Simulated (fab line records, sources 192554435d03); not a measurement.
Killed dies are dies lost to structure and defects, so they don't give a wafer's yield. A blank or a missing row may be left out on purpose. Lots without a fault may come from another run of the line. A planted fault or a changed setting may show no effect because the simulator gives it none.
Problem report in the 8D (eight disciplines) form, filled by code | flow n5_finfet | the parts of the form that need people (team, actions taken, sign-off) are left out

1. THE PROBLEM
IOFF_N_LONG at N5_BEOL_M4_RC_MEAS_101 reads a mean of 1.46e-04 nA/um on 6 wafers of 2 lots; wafers without a fault read 5.57e-05 nA/um with a standard deviation of 1.9e-06. That is +48 standard deviations from the usual mean.
First seen on wafer L206.1, day 8 06:36, on prober-02. The record holds 27 wafers of 9 lots with a number at this step. Rule for "out", or "out of limits": more than 4 standard deviations from the usual mean. The other wafers with a number count as sound.

2. WHAT IT IS AND WHAT IT IS NOT
question                    | is                                                                            | is not
which readings at this step | IOFF_N_LONG, IOFF_N, IOFF_N_85C, IOFF_N_LIN, ION_N, VT_N, VT_N_LONG, VT_N_LVT | DIBL_N, DIBL_P, SS_P
which lots                  | L206, L213                                                                    | L205, L217, L219, L223, L224, L225, L226
which wafers of those lots  | all that have a number                                                        | -
read on which gauges        | prober-01, prober-02                                                          | -
when                        | from day 8 06:36                                                              | up to then (0 sound wafers); but 21 sound wafers of L205, L217, L219, L223, L224, L225, L226 came after

3. SUSPECTS, AND WHAT RULES EACH OUT
Counting: a tool at a process step up to the reading stays a suspect if it ran every lot that is out and no sound lot after the first of them.
- the gauge at N5_BEOL_M4_RC_MEAS_101: ruled out. The wafers that are out were read on 2 gauges (prober-01, prober-02).
- ald_metal-03 at N5_HKMG_FIN_NWFM_ALD_20 (deposits TiAlC, target thk 2 nm, pulse time 3 s, purge time 2 s): ruled out as a lasting fault. Sound lots L225, L226 ran on it after its first lot that is out, L206 (day 4 23:47).
- cmp-02 at N5_HKMG_FIN_CMP_94 (polishes, stops on SiNx, t overpolish 4.7 s, target thk 43.299 nm): ruled out as a lasting fault. Sound lots L217, L219, L225 ran on it after its first lot that is out, L206 (day 5 02:01).
Left after counting: nothing in the record.

4. THE CAUSE (what the simulator had put in)
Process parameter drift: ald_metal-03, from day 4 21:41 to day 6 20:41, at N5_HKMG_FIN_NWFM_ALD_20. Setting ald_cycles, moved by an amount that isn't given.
Counting ruled it out, wrongly: the rule takes a fault to strike every lot that its tool runs from its start on, and this one did not.

5. THE CHAIN OF EFFECTS, in route order
Each row: a reading whose mean over the struck wafers that have a number lies more than 3 standard deviations from the usual. Only readings for which the record gives a usual standard deviation are gone through. hours: the time from each lot's start at the first step in this table that gives one to its start at this step, as a median over the lots. sigmas: the change in usual standard deviations.
hours | step                    | reading        | usual          | on struck wafers | change    | sigmas
0     | N5_BEOL_M4_RC_MEAS_101  | IOFF_N         | 0.164 nA/um    | 0.527            | +0.363    | +18
0     | N5_BEOL_M4_RC_MEAS_101  | IOFF_N_85C     | 3.2 nA/um      | 8.5              | +5.3      | +16
0     | N5_BEOL_M4_RC_MEAS_101  | IOFF_N_LIN     | 0.075 nA/um    | 0.248            | +0.173    | +23
0     | N5_BEOL_M4_RC_MEAS_101  | IOFF_N_LONG    | 5.57e-05 nA/um | 1.46e-04         | +9.04e-05 | +48
0     | N5_BEOL_M4_RC_MEAS_101  | IOFF_P_LIN     | 0.101 nA/um    | 0.074            | -0.027    | -3.0
0     | N5_BEOL_M4_RC_MEAS_101  | IOFF_P_LONG    | 0.000107 nA/um | 0.000082         | -0.000025 | -4.2
0     | N5_BEOL_M4_RC_MEAS_101  | ION_N          | 673 uA/um      | 749              | +76       | +8.9
0     | N5_BEOL_M4_RC_MEAS_101  | VT_N           | 249.4 mV       | 215.8            | -33.6     | -14
0     | N5_BEOL_M4_RC_MEAS_101  | VT_N_LONG      | 274.2 mV       | 239.3            | -34.9     | -18
0     | N5_BEOL_M4_RC_MEAS_101  | VT_N_LVT       | 98.3 mV        | 64.7             | -33.6     | -12
0     | N5_BEOL_M4_RC_MEAS_101  | VT_P           | -250.0 mV      | -258.3           | -8.3      | -3.6
0     | N5_BEOL_M4_RC_MEAS_101  | VT_P_LONG      | -274.8 mV      | -285.3           | -10.5     | -4.6
0     | N5_BEOL_M4_RC_MEAS_101  | VT_P_LVT       | -98.8 mV       | -107.3           | -8.5      | -3.6
100   | N5_PASSIVATION_PROBE_49 | sort_n_pass    | 1076           | 383              | -693      | -39
100   | N5_PASSIVATION_PROBE_49 | sort_yield_pct | 91.2 %         | 32.4             | -58.8     | -39
The process steps in it:
- N5_PASSIVATION_PROBE_49

6. WHAT WOULD HAVE CAUGHT IT SOONER
In this record the first reading out of limits at a measuring or inspecting step was taken at day 8 06:36, 81 hours after the fault began at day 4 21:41.
Of the tool readings at N5_HKMG_FIN_NWFM_ALD_20 for which the record gives a usual standard deviation, none was out on any struck wafer, so an alarm limit of 4 standard deviations on them would not have fired.
